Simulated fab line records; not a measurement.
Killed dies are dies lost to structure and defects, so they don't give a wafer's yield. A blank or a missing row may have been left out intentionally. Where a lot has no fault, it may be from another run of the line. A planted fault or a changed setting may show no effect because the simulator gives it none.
Chamber matching -- flow n5-finfet -- N5_BEOL_M1_ETCH_63 on rie-diel-03: 4 sister chambers
The step etches SiARC in CF4, target depth 15.6 nm, time 26 s. 16 wafers are shown with their chamber, then 8 later ones without.

## EACH WAFER AND ITS CHAMBER
wafer,chamber,showerhead-plenum-p-Torr (Torr),drypump-motor-current-A (A),throttle-valve-pct (%)
L074.2,3,2.19,6.6,15.2
L074.3,1,2.22,6.0,16.0
L074.6,1,2.22,6.0,16.0
L076.2,0,2.15,4.9,15.3
L076.5,1,2.22,6.0,16.0
L076.6,0,2.15,4.9,15.3
L079.3,1,2.22,6.1,16.0
L079.4,3,2.19,6.7,15.3
L079.6,0,2.15,4.9,15.3
L081.2,0,2.15,4.9,15.3
L081.4,2,2.15,5.7,15.5
L081.5,0,2.15,4.9,15.3
L083.3,0,2.15,4.9,15.3
L083.5,1,2.22,6.0,16.0
L083.6,0,2.15,4.9,15.3
L089.1,0,2.14,4.9,15.4

SIGNATURES (means of the wafers above)
reading,chamber 0,chamber 1,chamber 2,chamber 3,scatter within a chamber
showerhead-plenum-p-Torr,2.1487,2.2200,2.1500,2.1900,0.0027
drypump-motor-current-A,4.900,6.020,5.700,6.650,0.0329
throttle-valve-pct,15.312,16.000,15.500,15.250,0.0339
Rule: distance of a wafer from a chamber = root of the sum over the readings of ((wafer's reading minus chamber's mean) / reading's scatter) squared. The wafer belongs to the nearest chamber; if the next one is less than 2 further off, it can't be placed. The scatter: take each reading less its chamber's mean, square it, sum over the shown wafers, divide by the number of wafers less the number of chambers, and take the root.

## WAFERS WITH NO CHAMBER GIVEN
wafer,showerhead-plenum-p-Torr (Torr),drypump-motor-current-A (A),throttle-valve-pct (%)
L089.2,2.21,6.1,16.1
L089.3,2.18,6.6,15.3
L090.3,2.18,6.6,15.3
L090.4,2.14,5.8,15.5
L090.6,2.21,6.0,16.1
L093.1,2.18,6.6,15.3
L093.5,2.21,6.0,16.1
L093.6,2.14,4.9,15.4

## EACH ONE'S CHAMBER
wafer,from the rows above,in truth
L089.2,1,1
L089.3,3,3
L090.3,3,3
L090.4,2,2
L090.6,1,1
L093.1,3,3
L093.5,1,1
L093.6,0,0
Correctly placed: 8 of 8. From these rows, 0 cannot be placed. Number placed wrongly: 0.
